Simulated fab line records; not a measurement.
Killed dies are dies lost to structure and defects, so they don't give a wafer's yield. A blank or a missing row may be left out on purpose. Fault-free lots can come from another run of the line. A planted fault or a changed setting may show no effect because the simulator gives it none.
Which of the tools did it? | flow n5Finfet | 11 lots, 32 wafers sampled, at 1 step of a route of 1938

## WHAT EACH GAUGE READ, for each wafer
N5_BEOL_M1_OCD_MEAS_38.
lot  | measured     | on     | trenchDepthNm (nm)
L464 | day 6 07:43  | ocd-01 | 53.8 54.8 55.4
L466 | day 6 16:52  | ocd-02 | 54.8 55.0 54.2
L467 | day 7 03:54  | ocd-02 | 53.3 54.5 55.8
L468 | day 7 07:05  | ocd-02 | 55.2 55.3 55.4
L469 | day 7 14:02  | ocd-01 | 54.5 54.0 54.7
L477 | day 9 12:16  | ocd-02 | 55.2 55.5 54.7
L481 | day 10 08:41 | ocd-02 | 54.1 55.4 54.3
L480 | day 10 16:25 | ocd-02 | 55.3 54.1 55.4
L482 | day 10 19:44 | ocd-02 | 54.6 54.7
L484 | day 11 09:32 | ocd-01 | 54.1 55.1 53.9
L487 | day 12 02:56 | ocd-02 | 55.0 55.2 55.2

## WHAT TOOL EACH LOT RAN ON (gives the tool, then ch and the chambers of the sampled wafers, and finally the start)
The record holds no process step before these readings.

## THE ANSWER, worked out from the rows above alone
Rule: what is usual is taken from the lots themselves. Put in order of their means at a reading, lots are off if they are a third of the lots or fewer, leave a main group of 4 or more, and stand apart from it by a gap of 3 or more times the standard deviation of the main group's means; of several such gaps the widest counts. Not used: any main group whose means are identical at the precision the tables above print for the reading. A lot without any number at a reading at which 4 lots or more have one is off too. The other lots that the step has rows for count as sound.
None of the lots is off at any reading shown; this tells nothing.

## WHAT THE SIMULATOR HAD PUT IN
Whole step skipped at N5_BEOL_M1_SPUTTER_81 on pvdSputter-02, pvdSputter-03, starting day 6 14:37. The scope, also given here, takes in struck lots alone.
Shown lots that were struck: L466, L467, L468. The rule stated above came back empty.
